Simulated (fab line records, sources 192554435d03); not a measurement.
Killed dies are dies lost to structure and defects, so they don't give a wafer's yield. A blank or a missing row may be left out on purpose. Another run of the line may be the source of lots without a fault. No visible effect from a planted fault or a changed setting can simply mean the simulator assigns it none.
Which of the tools did it? | flow n5 finfet | 32 wafers sampled from 11 lots at 1 step of a route of 1938

WHAT EACH GAUGE READ, for each wafer
N5_BEOL_M9_THK_MEAS_01. Usual: M9_ILD_THK 268 nm, standard deviation 4.
lot  | measured     | on            | M9_ILD_THK (nm) | flag
L286 | day 10 10:46 | film metro-02 | 269 266 274     |
L287 | day 10 11:06 | film metro-01 | 271 277 271     |
L291 | day 11 04:12 | film metro-01 | 275 274 272     |
L292 | day 11 08:03 | film metro-02 | 264 273 269     |
L293 | day 11 21:21 | film metro-01 | 268 270 266     |
L295 | day 12 09:57 | film metro-02 | 258 267         |
L298 | day 12 17:33 | film metro-01 | 259 266 261     |
L301 | day 13 14:55 | film metro-02 | 259 260 263     |
L302 | day 13 17:59 | film metro-01 | 267 263 265     |
L303 | day 13 23:51 | film metro-02 | 267 261 268     |
L304 | day 14 18:51 | film metro-02 | 262 266 268     |

TOOL THAT RAN EACH LOT (tool first, then ch and the chambers of the sampled wafers, then the start)
There is no process step in the record ahead of these readings.

WHAT THE TOOLS THEMSELVES READ (means of the sampled wafers that have a number; where no wafer has one, the mark that the record gives instead)
The record holds no such reading with a usual standard deviation.

THE ANSWER, worked out from the rows above alone
Rule: a lot counts as off when the mean over its wafers that have a number is more than 3 standard deviations away from the usual mean. A lot without any number at a reading at which 4 lots or more have one is off too. All remaining lots with rows at the step are treated as sound. After the gauges, taken in route order, come the tools' own readings; for these a lot's mean is taken, as printed above. The first step at which some lot is off is used, and at that step the reading that is off furthest; a lot without a number counts as furthest.
None of the lots is off at any reading shown; this tells nothing.

WHAT WAS PUT IN BY THE SIMULATOR
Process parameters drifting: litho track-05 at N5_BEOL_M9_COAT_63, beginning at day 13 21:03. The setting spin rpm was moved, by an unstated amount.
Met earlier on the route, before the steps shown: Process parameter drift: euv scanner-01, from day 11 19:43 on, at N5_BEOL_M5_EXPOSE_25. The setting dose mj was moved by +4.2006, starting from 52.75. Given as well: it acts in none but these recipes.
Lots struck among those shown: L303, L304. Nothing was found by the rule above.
